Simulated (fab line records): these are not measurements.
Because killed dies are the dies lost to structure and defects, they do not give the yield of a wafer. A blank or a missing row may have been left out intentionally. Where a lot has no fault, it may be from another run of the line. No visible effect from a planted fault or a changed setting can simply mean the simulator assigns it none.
fab line records    flow nandHarc
record lots=11  wafers=33  lastDay=34
route steps=1302 shown P_GATE@143 END@1302
lots that met no fault: taken from a fault-free run of the same line
startH: hours from the record's opening day to when the first of the lot's shown wafers began    waitH: hours elapsed since this lot's preceding step    " same as the row above    L1.1+2: a single row standing in for several wafers    - no value, or no start given    * or withheld: withheld    < > ~ a bound
route shown NAME@n: names a module that has steps shown in the file, with the first one's number in the route    usual: mean/standard deviation of fault-free wafers    same: alike in all rows    chamber/n: place in a boat    sites: the reading at each site    _std_site: the standard deviation of these    _edge_site: inner sites' mean taken away from outer sites' mean    radiusMm: how far each site lies from the wafer's centre    mask NAME#n: copy n    behind: the most recent tool/chamber to have shaped the wafer    hold: why the lot was held/for how many hours/how that ended    device: whichever transistor did not switch (one of n, p or np)    end of line: tests run on the same wafers once the route is complete    a step with no rows: only its recipe    killed: not the wafer's yield, but the dies lost to structure and defects at the first sort    map: the dies of a wafer, with x for killed, . for not killed, _ for no die there
set.NAME: setting as actually run; set.NAME@STEP: the setting as run at that earlier step    model.NAME: the simulator's own value behind a step, which no gauge read
steps of the route over a sample of lots; a table a step, a row a wafer
services: when a tool's chamber went out of use (startH, in hours from the record's first day, below 0 if earlier), for how many hours, and the reason
## steps
# step NHARC_P_GATE_INSPECT_28
# usual rawDefectCount=6/3.1
lot.wafer  tool              chamber  startH  waitH  rawDefectCount
L834.1     defectInspect-02  -        101.78  0.0    2
L834.2     "                 -        "       "      8
L834.5     "                 -        "       "      6
L836.1     defectInspect-01  -        118.01  0.0    5
L836.2     "                 -        "       "      2
L836.3     "                 -        "       "      4
L837.2     defectInspect-01  -        126.12  0.0    12
L837.3     "                 -        "       "      4
L837.6     "                 -        "       "      5
L839.3     defectInspect-02  -        141.61  0.0    5
L839.4     "                 -        "       "      7
L839.5     "                 -        "       "      5
L841.1     defectInspect-02  -        174.47  0.0    3
L841.3     "                 -        "       "      6
L841.4     "                 -        "       "      7
L848.1     defectInspect-02  -        246.67  0.0    3
L848.4     "                 -        "       "      1
L848.5     "                 -        "       "      4
L847.1     defectInspect-02  -        247.19  0.0    5
L847.2     "                 -        "       "      7
L847.3     "                 -        "       "      3
L854.1     defectInspect-01  -        301.68  0.0    5
L854.3     "                 -        "       "      3
L854.4     "                 -        "       "      6
L855.1     defectInspect-01  -        307.87  0.0    6
L855.3     "                 -        "       "      5
L855.4     "                 -        "       "      4
L856.1     defectInspect-02  -        319.61  0.0    4
L856.4     "                 -        "       "      2
L856.6     "                 -        "       "      5
L857.1     defectInspect-02  -        334.46  0.0    8
L857.2     "                 -        "       "      11
L857.5     "                 -        "       "      4
# step NHARC_P_GATE_ETCH_32
# recipe targetDepthA=1500  overEtchFrac=1  overEtchIonEnergyEv=40  timeS=100.1  hbrFlowSccm=150  cl2FlowSccm=50  rfW=400  icpW=400  biasW=100  chemistry=HBr/Cl2
# usual drypumpMotorCurrentA=5.9/0.53  oesProductAu=0.998/0.011  throttleValvePct=26.407/0.0091
# same overEtchFrac=1
lot.wafer  tool      chamber  startH  waitH  drypumpMotorCurrentA  oesProductAu  rfHoursCounterH  throttleValvePct
L834.2     rieSi-06  3        102.31  -      6.1                   1.016         0.0              26.405
L834.1     "         2        "       "      5.9                   1.008         0.0              26.402
L834.5     "         3        "       "      6.1                   1.020         -                26.393
L836.3     rieSi-05  1        118.53  -      6.3                   1.012         1.0              26.402
L836.1     "         3        "       "      6.1                   1.005         1.1              26.409
L836.2     "         0        "       "      6.6                   1.006         1.1              26.413
L837.2     rieSi-05  2        126.68  -      6.4                   1.006         1.1              26.414
L837.3     "         3        "       "      6.1                   1.014         1.2              26.421
L837.6     "         0        "       "      6.6                   0.996         -                26.414
L839.3     rieSi-03  1        142.15  -      6.0                   0.983         0.7              26.402
L839.5     "         0        "       "      5.2                   1.006         -                26.398
L839.4     "         3        "       "      5.2                   0.995         -                26.392
L841.1     rieSi-05  2        175.00  -      6.3                   1.006         0.2              26.405
L841.4     "         0        "       "      6.6                   0.991         0.2              26.399
L841.3     "         1        "       "      6.2                   0.994         0.2              26.411
L848.1     rieSi-06  3        247.22  -      6.1                   1.006         0.8              26.405
L848.4     "         2        "       "      5.9                   0.992         -                26.423
L848.5     "         3        "       "      6.1                   0.997         -                26.423
L847.2     rieSi-05  2        248.21  -      6.3                   1.003         0.7              26.416
L847.1     "         3        "       "      6.1                   0.986         0.6              26.411
L847.3     "         0        "       "      6.6                   0.991         0.6              26.396
L854.4     rieSi-05  1        302.20  -      6.2                   0.995         1.0              26.398
L854.3     "         3        "       "      6.1                   0.990         1.0              26.404
L854.1     "         0        "       "      6.6                   1.001         0.9              26.424
L855.3     rieSi-03  0        308.40  -      5.1                   1.004         0.4              26.395
L855.4     "         1        "       "      6.0                   0.998         0.4              26.390
L855.1     "         2        "       "      5.8                   0.987         0.5              26.406
L856.1     rieSi-05  1        320.15  -      6.2                   0.983         0.0              26.407
L856.4     "         3        "       "      6.1                   0.997         0.0              26.406
L856.6     "         1        "       "      6.2                   0.990         -                26.415
L857.2     rieSi-06  2        335.02  -      5.9                   0.991         0.3              26.417
L857.1     "         3        "       "      6.1                   0.990         0.4              26.412
L857.5     "         0        "       "      5.4                   1.002         -                26.412
# step NHARC_P_GATE_ETCHBACK_37
# recipe targetDepthA=345  timeS=17.2  chf3FlowSccm=50  o2FlowSccm=10  arFlowSccm=200  rfW=500  biasW=200  chemistry=CHF3/O2
# usual drypumpMotorCurrentA=5.96/0.3  mfcArSccm=199.9/0.64  oesProductAu=0.94/0.033  rfVppV=370.8/2.8  runLengthS=38.6/0.51  showerheadPlenumPTorr=2.41/0.11  throttleValvePct=20.572/0.0096
lot.wafer  tool        chamber  startH  waitH  drypumpMotorCurrentA  mfcArSccm  oesProductAu  rfHoursCounterH  rfVppV  runLengthS  showerheadPlenumPTorr  throttleValvePct
L834.2     rieDiel-10  2        112.69  -      5.98                  199.9      0.93          1                373.8   38.9        2.51                   20.569
L834.1     "           0        "       "      6.19                  199.7      0.94          1                370.3   38.4        2.43                   20.566
L834.5     "           1        "       "      6.10                  199.8      0.92          -                367.8   39.2        2.27                   20.566
L836.1     rieDiel-10  3        128.77  -      6.08                  200.8      0.93          1                371.0   39.1        2.44                   20.577
L836.3     "           0        "       "      6.21                  199.1      0.93          2                370.4   38.6        2.43                   20.575
L836.2     "           1        "       "      6.05                  199.9      0.92          2                367.0   39.0        2.27                   20.561
L837.2     rieDiel-04  3        139.06  -      6.50                  200.9      0.93          9                374.4   37.8        2.57                   20.571
L837.3     "           0        "       "      5.47                  198.8      0.92          9                371.2   38.0        2.47                   20.581
L837.6     "           2        "       "      5.69                  199.7      0.92          -                373.3   39.2        2.47                   20.574
L839.3     rieDiel-04  2        152.49  -      5.64                  200.1      0.93          10               372.4   39.2        2.47                   20.572
L839.4     "           1        "       "      5.41                  200.2      0.92          9                375.0   39.5        2.57                   20.565
L839.5     "           3        "       "      6.49                  199.3      0.95          -                374.5   38.2        2.57                   20.568
L841.1     rieDiel-10  0        185.43  -      6.21                  200.2      0.93          6                372.1   38.3        2.43                   20.561
L841.4     "           1        "       "      6.06                  200.1      0.93          6                367.6   38.9        2.27                   20.569
L841.3     "           3        "       "      6.09                  200.1      0.92          6                371.4   38.8        2.43                   20.591
L848.4     rieDiel-12  0        257.50  -      5.99                  199.2      0.93          11               367.5   37.6        2.28                   20.570
L848.1     "           2        "       "      5.62                  200.0      0.93          8                370.6   38.6        2.42                   20.571
L848.5     "           0        "       "      5.97                  199.1      0.94          -                369.9   37.9        2.27                   20.581
L847.2     rieDiel-10  2        258.60  -      6.04                  200.5      1.00          1                373.9   38.5        2.51                   20.570
L847.3     "           3        "       "      6.11                  200.6      1.00          1                370.5   49.2        2.43                   20.555
L847.1     "           0        "       "      6.20                  199.3      1.00          1                370.5   38.4        2.43                   20.574
L854.1     rieDiel-12  0        312.51  -      5.95                  199.9      0.94          2                368.2   37.9        2.27                   20.578
L854.3     "           1        "       "      6.20                  200.3      0.91          2                365.4   38.4        2.28                   20.554
L854.4     "           2        "       "      5.63                  200.3      0.92          1                370.9   38.9        2.42                   20.562
L855.4     rieDiel-04  3        318.70  -      6.49                  198.9      0.99          4                372.6   38.5        2.57                   20.557
L855.3     "           0        "       "      5.46                  199.7      0.99          6                372.1   37.6        2.47                   20.563
L855.1     "           1        "       "      5.43                  199.4      1.00          6                374.3   39.0        2.57                   20.573
L856.1     rieDiel-12  1        330.48  -      6.20                  200.1      0.92          2                368.6   38.6        2.28                   20.567
L856.4     "           2        "       "      5.63                  199.9      0.93          2                370.9   38.6        2.42                   20.576
L856.6     "           1        "       "      6.20                  200.3      0.92          -                368.1   38.3        2.28                   20.574
L857.2     rieDiel-04  3        345.29  -      6.48                  199.1      0.93          6                374.5   37.9        2.57                   20.579
L857.1     "           1        "       "      5.39                  199.8      0.94          7                373.9   39.1        2.57                   20.572
L857.5     "           2        "       "      5.65                  200.2      0.92          -                372.2   39.0        2.47                   20.569
# step NHARC_P_GATE_STRIP_101
# recipe timeS=20  o2FlowSccm=500  arFlowSccm=0  biasW=0  chemistry=O2
# usual drypumpMotorCurrentA=5.9/0.3  mfcArSccm=0.009/0.0092  oesProductAu=0.996/0.01  rfVppV=57.9/0.95  showerheadPlenumPTorr=3.54/0.16  throttleValvePct=17.037/0.0089
lot.wafer  tool        chamber  startH  waitH  drypumpMotorCurrentA  mfcArSccm  oesProductAu  rfHoursCounterH  rfVppV  showerheadPlenumPTorr  throttleValvePct
L834.2     rieDiel-10  3        112.78  0.1    6.1                   0.006      1.000         1                57.9    3.58                   17.042
L834.1     "           0        "       "      6.2                   0          0.990         1                59.0    3.57                   17.042
L834.5     "           3        "       "      6.1                   0.006      0.985         -                57.4    3.58                   17.051
L836.2     rieDiel-10  1        128.86  0.1    6.1                   0.013      0.984         2                56.7    3.34                   17.036
L836.1     "           3        "       "      6.1                   0.006      0.991         1                58.7    3.58                   17.036
L836.3     "           0        "       "      6.2                   0          0.999         2                57.1    3.57                   17.026
L837.3     rieDiel-04  0        139.13  0.1    5.4                   0          0.975         9                57.4    3.63                   17.033
L837.2     "           2        "       "      5.7                   0.018      0.984         10               57.0    3.63                   17.037
L837.6     "           0        "       "      5.5                   0          0.976         -                58.5    3.63                   17.048
L839.4     rieDiel-04  2        152.59  0.1    5.7                   0.018      0.996         10               58.2    3.63                   17.032
L839.3     "           3        "       "      6.5                   0          1.010         9                59.1    3.77                   17.032
L839.5     "           1        "       "      5.4                   0.023      1.000         -                58.2    3.77                   17.033
L841.4     rieDiel-10  3        185.52  0.1    6.1                   0.006      0.993         6                57.2    3.57                   17.049
L841.1     "           0        "       "      6.2                   0          1.009         6                58.6    3.57                   17.041
L841.3     "           1        "       "      6.1                   0.013      0.983         6                57.2    3.33                   17.045
L848.1     rieDiel-12  2        257.59  0.1    5.6                   0          0.986         8                57.2    3.55                   17.047
L848.4     "           0        "       "      6.0                   0          1.014         11               59.7    3.35                   17.024
L848.5     "           1        "       "      6.2                   0.009      0.984         -                58.2    3.35                   17.046
L847.3     rieDiel-10  0        258.69  0.1    6.2                   0          1.005         1                58.2    3.57                   17.034
L847.1     "           1        "       "      6.1                   0.013      1.005         1                57.2    3.33                   17.043
L847.2     "           2        "       "      6.0                   0.025      1.011         1                58.5    3.68                   17.031
L854.1     rieDiel-12  2        312.60  0.1    5.6                   0          0.992         1                58.7    3.55                   17.035
L854.4     "           3        "       "      5.8                   0.004      1.002         2                56.5    3.30                   17.047
L854.3     "           0        "       "      6.0                   0          1.030         2                56.3    3.34                   17.045
L855.3     rieDiel-04  1        318.78  0.1    5.4                   0.023      1.001         6                59.3    3.77                   17.048
L855.4     "           2        "       "      5.7                   0.018      0.991         4                57.0    3.63                   17.030
L855.1     "           3        "       "      6.5                   0          1.000         4                58.2    3.77                   17.035
L856.4     rieDiel-12  0        330.56  0.1    6.0                   0          1.003         2                57.5    3.35                   17.014
L856.1     "           3        "       "      5.8                   0.004      1.001         2                57.7    3.30                   17.043
L856.6     "           1        "       "      6.2                   0.009      0.984         -                56.7    3.35                   17.034
L857.2     rieDiel-04  1        345.38  0.1    5.4                   0.023      1.005         7                58.8    3.77                   17.019
L857.1     "           3        "       "      6.5                   0          1.000         6                58.2    3.77                   17.028
L857.5     "           0        "       "      5.5                   0          0.993         -                56.4    3.62                   17.031
# step NHARC_END_SORT_01
# recipe tempC=25
# usual killedAtArray=55/17  killedAtOther=1.1/1.6  killedAtPeriphery=3.8/2.5  killedDies=60/18  killedOpen=3.3/1.9  killedShort=2.5/1.7
# same grossDies=677
lot.wafer  tool       chamber  startH  waitH  killedAtArray  killedAtOther  killedAtPeriphery  killedDies  killedOpen  killedShort
L848.1     prober-01  0        703.56  2.5    57             1              5                  63          4           5
L848.4     prober-01  0        705.92  3.4    54             1              4                  59          6           0
L848.5     prober-01  0        706.70  3.6    48             1              2                  51          0           3
L847.1     prober-02  0        715.54  2.5    68             1              3                  72          1           3
L847.2     prober-02  0        716.34  2.8    65             0              6                  71          1           5
L847.3     prober-02  0        717.14  3.1    58             0              619                677         0           2
# killed by level:class
L848.1 A_SLIT:chamberFilmFlake=28 A_CHANNEL_FILL_D2:chamberFilmFlake=5 A_CONTACT:chamberFilmFlake=4 A_CHANNEL_HOLE_D1:chamberFilmFlake=4 A_CHANNEL_FILL_D2:geometricParticle:open=2 A_CHANNEL_FILL_D2:geometricParticle:short=2 P_M2:chamberFilmFlake=2 A_ZERO_WELL:chamberFilmFlake=2
L848.4 A_SLIT:chamberFilmFlake=35 A_CONTACT:chamberFilmFlake=5 A_CHANNEL_HOLE_D1:chamberFilmFlake=4 A_STAIRCASE:chamberFilmFlake=3 P_M0:geometricParticle:open=2 A_WL_FILL:chamberFilmFlake=2 P_CONTACT:geometricParticle:open=1 A_SOURCE_PLATE:geometricParticle:open=1
L848.5 A_SLIT:chamberFilmFlake=30 A_CHANNEL_HOLE_D1:chamberFilmFlake=5 A_CHANNEL_FILL_D2:chamberFilmFlake=3 P_M2:chamberFilmFlake=2 A_DECK1_JOINT:chamberFilmFlake=2 A_DECK1_JOINT:geometricParticle:short=1 A_CHANNEL_FILL_D2:geometricParticle:short=1 A_WL_FILL:geometricParticle:short=1
L847.1 A_CHANNEL_HOLE_D1:chamberFilmFlake=31 A_CHANNEL_HOLE_D2:chamberFilmFlake=19 A_CONTACT:chamberFilmFlake=6 A_STAIRCASE:chamberFilmFlake=4 P_STI:chamberFilmFlake=3 A_SLIT:chamberFilmFlake=3 A_CHANNEL_FILL_D1:geometricParticle:open=1 A_CHANNEL_FILL_D1:geometricParticle:short=1
L847.2 A_CHANNEL_HOLE_D1:chamberFilmFlake=32 A_CHANNEL_HOLE_D2:chamberFilmFlake=12 A_CONTACT:chamberFilmFlake=8 A_SLIT:chamberFilmFlake=5 P_STI:chamberFilmFlake=3 A_DECK1_JOINT:chamberFilmFlake=3 P_M0:geometricParticle:open=1 A_DECK1_JOINT:geometricParticle:short=1
L847.3 P_GATE:areaEtchback=615 A_CHANNEL_HOLE_D1:chamberFilmFlake=25 A_CHANNEL_HOLE_D2:chamberFilmFlake=23 A_STAIRCASE:chamberFilmFlake=4 P_M2:chamberFilmFlake=2 A_CONTACT:chamberFilmFlake=2 P_M0:geometricParticle:short=1 A_CHANNEL_FILL_D1:geometricParticle:short=1
## services
tool        chamber  startH  hours  kind
rieDiel-04  0        83.54   -      clean
rieDiel-04  1        83.54   -      clean
rieDiel-04  1        86.24   1.5    repair
rieDiel-12  -        91.40   9.0    pm
rieSi-06    -        93.24   9.0    pm
rieDiel-04  -        115.13  0.1    repair
rieSi-05    -        128.00  9.0    pm
rieDiel-12  3        135.05  6.8    repair
rieSi-03    2        139.24  7.5    repair
rieSi-05    -        142.86  0.6    repair
rieSi-05    3        159.68  1.1    repair
rieDiel-12  3        174.38  8.2    repair
rieDiel-04  -        177.90  9.0    pm
rieSi-03    -        221.00  9.0    pm
rieDiel-10  -        242.50  9.0    pm
rieSi-06    0        246.76  4.8    repair
rieDiel-12  -        268.40  9.0    pm
rieSi-06    -        270.24  9.0    pm
rieSi-05    -        305.00  9.0    pm
rieSi-06    2        315.34  14.3   repair
rieDiel-04  -        317.41  0.2    repair
rieSi-03    0        336.42  13.3   repair
rieDiel-12  1        339.26  4.1    repair
rieDiel-10  1        344.52  9.5    repair
## key
firstSign step=NHARC_P_GATE_ETCHBACK_37  reading=runLengthS  direction=up  sigmas=21  usual=*  struck=*
effect step=NHARC_END_SORT_01  reading=killedAtPeriphery  direction=up  sigmas=99+  usual=3.8  struck=619
moreKillsBornAt NHARC_P_GATE_ETCHBACK_37@rieDiel-10=615
metAt NHARC_P_GATE_ETCHBACK_37
struckLots L847
struckWafers L847.3
laterRowsLeftOut L847.3
testerLeftOut L847
notActingAt NHARC_P_GATE_INSPECT_28,NHARC_P_GATE_ETCH_32,NHARC_P_GATE_STRIP_101
onsetBetween 185.43 258.60
fault kind=processParameterDrift  tool=rieDiel-10  chamber=3  onsetH=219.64  steps=NHARC_P_GATE_ETCHBACK_37  channel=timeS  offset=*  shape=step  endH=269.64  actsIn=*  stated=*
# testerLeftOut: of these lots the tester's yield and bins aren't shown, on N5 and GAA mostly nor the transistor test; their killed dies are dies lost to structure and defects alone, not to doping, threshold or leakage, so they don't give the yield
# laterRowsLeftOut: the simulator's readings of these wafers behind a module that went badly wrong aren't trusted and aren't shown, but for the sort
